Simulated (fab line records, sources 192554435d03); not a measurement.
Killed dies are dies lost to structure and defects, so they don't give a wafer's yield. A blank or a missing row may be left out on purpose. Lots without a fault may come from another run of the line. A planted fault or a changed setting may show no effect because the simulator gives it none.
Which tool did it? | flow n5_finfet | 10 lots, 28 wafers sampled, at 5 steps of a route of 1938

WHAT THE GAUGES READ, wafer by wafer
N5_BEOL_M4_THK_MEAS_53: measures by xrf. Usual: M4_THK 40.4 nm, standard deviation 1.5.
lot  | measured     | on            | M4_THK (nm)    | flag
L304 | day 10 04:53 | film_metro-02 | 37.3 38.6 37.9 |
L305 | day 10 11:03 | film_metro-02 | 42.9 41.9 43.1 |
L306 | day 9 16:38  | film_metro-02 | 40.7 41.0 40.6 |
L307 | day 10 09:45 | film_metro-02 | 37.6 41.9 40.2 |
L308 | day 10 02:38 | film_metro-02 | 41.2 38.8 41.0 |
L309 | day 10 15:53 | film_metro-02 | 41.4 42.2 39.2 |
L315 | day 12 22:41 | film_metro-01 | 37.1 39.0      |
L318 | day 13 11:57 | film_metro-02 | 39.1 42.6      |
L323 | day 14 04:44 | film_metro-02 | 40.8 37.3 39.8 |
L326 | day 15 18:01 | film_metro-01 | 38.6 40.6 41.1 |

N5_BEOL_M4_INSPECT_59: inspects for defects (darkfield). Usual: raw_defect_count 65, standard deviation 20.
lot  | measured     | on                | raw_defect_count | flag
L304 | day 10 05:12 | defect_inspect-02 | 85 59 66         |
L305 | day 10 11:22 | defect_inspect-01 | 83 79 77         |
L306 | day 9 16:56  | defect_inspect-01 | 39 33 32         |
L307 | day 10 10:05 | defect_inspect-01 | 50 42 52         |
L308 | day 10 02:57 | defect_inspect-02 | 60 86 60         |
L309 | day 10 16:10 | defect_inspect-02 | 58 99 75         |
L315 | day 12 22:58 | defect_inspect-01 | 42 76            |
L318 | day 13 12:14 | defect_inspect-01 | 45 43            |
L323 | day 14 05:02 | defect_inspect-02 | 74 81 86         |
L326 | day 15 18:28 | defect_inspect-02 | 65 64 63         |

N5_BEOL_M4_RC_MEAS_101. Usual: DIBL_N 36.3 mV/V, standard deviation 1.6; DIBL_P 36.4 mV/V, standard deviation 2.1; IOFF_N 0.16 nA/um, standard deviation 0.032; IOFF_P 0.22 nA/um, standard deviation 0.044; IOFF_P_LIN 0.102 nA/um, standard deviation 0.016; IOFF_P_LONG 0.000107 nA/um, standard deviation 1e-05; ION_N 675 uA/um, standard deviation 12; ION_P 463 uA/um, standard deviation 8.3; SS_N 71.6 mV/dec, standard deviation 0.64; SS_P 73.3 mV/dec, standard deviation 0.67; VT_N 250 mV, standard deviation 3.3; VT_N_LVT 99 mV, standard deviation 3.1; VT_P -250 mV, standard deviation 3.7; VT_P_LONG -275 mV, standard deviation 3.4.
lot  | measured     | on        | DIBL_N (mV/V)  | DIBL_P (mV/V)  | IOFF_N (nA/um) | IOFF_P (nA/um) | IOFF_P_LIN (nA/um) | IOFF_P_LONG (nA/um)        | ION_N (uA/um) | ION_P (uA/um) | SS_N (mV/dec)  | SS_P (mV/dec)  | VT_N (mV)   | VT_N_LVT (mV) | VT_P (mV)      | VT_P_LONG (mV) | flag
L304 | day 10 05:23 | prober-01 | 33.9 35.8 33.8 | 34.4 36.6 33.3 | 0.12 0.16 0.12 | 0.18 0.21 0.17 | 0.089 0.098 0.085  | 0.000107 9.9e-05 0.000102  | 664 683 663   | 454 466 460   | 70.7 71.1 71.6 | 72.0 72.7 72.3 | 254 250 252 | 103 99 104    | -252 -253 -254 | -276 -276 -275 |
L305 | day 10 11:23 | prober-01 | 33.7 33.8 35.0 | 33.5 33.5 35.4 | 0.13 0.12 0.15 | 0.19 0.19 0.22 | 0.093 0.093 0.102  | 0.000117 0.000121 0.000117 | 671 659 664   | 471 464 463   | 71.2 71.0 71.5 | 72.6 73.0 72.8 | 252 254 250 | 100 103 100   | -249 -249 -251 | -273 -274 -274 |
L306 | day 9 17:16  | prober-01 | 37.6 35.8 35.0 | 38.7 35.3 35.0 | 0.17 0.13 0.12 | 0.21 0.16 0.16 | 0.098 0.080 0.079  | 0.000101 0.000102 0.000105 | 675 672 666   | 462 452 455   | 72.0 71.6 70.9 | 73.9 72.1 72.7 | 248 252 252 | 97 100 101    | -250 -256 -255 | -275 -276 -277 |
L307 | day 10 10:26 | prober-02 | 38.8 35.0 36.4 | 38.2 33.1 35.1 | 0.18 0.12 0.15 | 0.23 0.16 0.20 | 0.106 0.081 0.094  | 9.9e-05 9.8e-05 9.8e-05    | 684 666 686   | 466 455 464   | 71.7 70.6 71.9 | 73.9 73.1 73.5 | 252 256 251 | 98 104 98     | -247 -255 -251 | -278 -277 -278 |
L308 | day 10 02:59 | prober-01 | 36.7 36.5 37.5 | 36.5 36.4 37.5 | 0.17 0.16 0.18 | 0.22 0.20 0.22 | 0.103 0.094 0.102  | 0.000102 0.000101 0.000105 | 675 664 682   | 470 455 469   | 71.0 71.4 72.1 | 73.9 72.9 74.1 | 248 251 248 | 97 100 97     | -249 -251 -248 | -278 -277 -277 |
L309 | day 10 16:30 | prober-02 | 36.3 35.1 37.4 | 35.5 33.6 36.4 | 0.15 0.13 0.18 | 0.19 0.17 0.21 | 0.093 0.084 0.101  | 0.000105 0.000106 0.000105 | 674 667 694   | 463 462 471   | 70.6 70.5 71.2 | 73.7 73.0 72.5 | 251 250 246 | 97 99 94      | -251 -252 -254 | -276 -273 -275 |
L315 | day 12 23:00 | prober-02 | 33.7 38.6      | 32.9 38.7      | 0.13 0.22      | 0.11 0.29      | 0.056 0.131        | 8.4e-05 0.000122           | 674 694       | 445 472       | 71.2 72.7      | 71.8 74.4      | 250 243     | 85 96         | -263 -245      | -288 -270      |
L318 | day 13 12:34 | prober-02 | 35.9 38.0      | 34.6 38.2      | 0.14 0.19      | 0.19 0.14      | 0.094 0.065        | 0.000104 7.1e-05           | 661 675       | 454 439       | 72.3 71.3      | 73.2 73.5      | 251 246     | 103 81        | -250 -264      | -275 -289      |
L323 | day 14 05:22 | prober-02 | 34.3 34.8 33.7 | 32.5 33.8 31.3 | 0.10 0.12 0.09 | 0.13 0.14 0.12 | 0.067 0.073 0.064  | 8.8e-05 9e-05 9e-05        | 642 676 651   | 435 460 442   | 70.7 71.0 70.2 | 72.8 73.8 71.9 | 257 253 258 | 103 98 103    | -258 -256 -259 | -281 -283 -280 |
L326 | day 15 18:29 | prober-02 | 35.4 34.7 40.7 | 36.1 35.6 41.8 | 0.13 0.13 0.24 | 0.16 0.16 0.26 | 0.082 0.083 0.112  | 9.6e-05 9.8e-05 9.1e-05    | 665 662 697   | 456 456 463   | 71.8 71.1 73.0 | 72.6 73.2 74.2 | 254 252 245 | 103 100 92    | -253 -256 -247 | -279 -280 -277 |

WHICH TOOL RAN EACH LOT (tool, then ch and the chambers of the sampled wafers, then the start)
lot  | N5_HKMG_FIN_ALD_74              | N5_BEOL_M4_ANNEAL_91
L304 | ald_hk-03 ch 1,2,3, day 3 23:20 | pvd_sputter-03, day 10 03:31
L305 | ald_hk-03 ch 1,3, day 4 07:52   | pvd_sputter-03, day 10 09:40
L306 | ald_hk-01 ch 1,2, day 4 16:04   | pvd_sputter-02, day 9 15:16
L307 | ald_hk-02 ch 0,1,3, day 4 22:48 | pvd_sputter-02, day 10 08:20
L308 | ald_hk-03 ch 0,2,3, day 4 23:52 | pvd_sputter-01, day 10 01:16
L309 | ald_hk-02 ch 1,2,3, day 5 06:40 | pvd_sputter-01, day 10 14:14
L315 | ald_hk-02 ch 2,3, day 6 21:11   | pvd_sputter-02, day 12 21:19
L318 | ald_hk-02 ch 2,3, day 7 12:19   | pvd_sputter-01, day 13 10:35
L323 | ald_hk-01 ch 0,1,3, day 8 17:07 | pvd_sputter-01, day 14 03:22
L326 | ald_hk-01 ch 0,2,3, day 9 10:32 | pvd_sputter-02, day 15 16:38
- N5_HKMG_FIN_ALD_74: deposits La2O3, target thk 0.5 nm, pulse time 6 s, co reactant pulse time 1 s.
- N5_BEOL_M4_ANNEAL_91: time 240 s.

WHAT THE TOOLS THEMSELVES READ (means of the sampled wafers that have a number; where no wafer has one, the mark that the record gives instead)
N5_HKMG_FIN_ALD_74. Usual: heater_power_outer_w 195 W, standard deviation 16; heater_power_w 358 W, standard deviation 24; precursor_pulse_height_rel 0.998, standard deviation 0.019.
lot  | tool      | heater_power_outer_w (W) | heater_power_w (W) | precursor_pulse_height_rel | flag
L304 | ald_hk-03 | 200                      | 367                | 1.008                      |
L305 | ald_hk-03 | 202                      | 367                | 0.997                      |
L306 | ald_hk-01 | 193                      | 353                | 1.001                      |
L307 | ald_hk-02 | 189                      | 346                | 0.999                      |
L308 | ald_hk-03 | 194                      | 359                | 0.988                      |
L309 | ald_hk-02 | 191                      | 350                | 0.967                      |
L315 | ald_hk-02 | 194                      | 358                | 0.997                      |
L318 | ald_hk-02 | 198                      | 354                | 1.006                      |
L323 | ald_hk-01 | 204                      | 368                | 1.010                      |
L326 | ald_hk-01 | 194                      | 356                | 1.005                      |

N5_BEOL_M4_ANNEAL_91. Usual: heater_power_w 845 W, standard deviation 110.
lot  | tool           | heater_power_w (W) | flag
L304 | pvd_sputter-03 | 913                |
L305 | pvd_sputter-03 | 839                |
L306 | pvd_sputter-02 | 1001               |
L307 | pvd_sputter-02 | 997                |
L308 | pvd_sputter-01 | 781                |
L309 | pvd_sputter-01 | 776                |
L315 | pvd_sputter-02 | 842                |
L318 | pvd_sputter-01 | 760                |
L323 | pvd_sputter-01 | 784                |
L326 | pvd_sputter-02 | 920                |

THE ANSWER, worked out from the rows above alone
Rule: a lot is off if the mean of its wafers that have a number lies more than 3 standard deviations from the usual mean. A lot without any number at a reading at which 4 lots or more have one is off too. The other lots that the step has rows for count as sound. The gauges are gone through in route order, then the tools' own readings, and for those a lot's mean is taken as printed above. The first step at which some lot is off is used, and at that step the reading that is off furthest; a lot without a number counts as furthest.
No lot is off at any reading shown: from this, nothing can be told.

WHAT THE SIMULATOR HAD PUT IN
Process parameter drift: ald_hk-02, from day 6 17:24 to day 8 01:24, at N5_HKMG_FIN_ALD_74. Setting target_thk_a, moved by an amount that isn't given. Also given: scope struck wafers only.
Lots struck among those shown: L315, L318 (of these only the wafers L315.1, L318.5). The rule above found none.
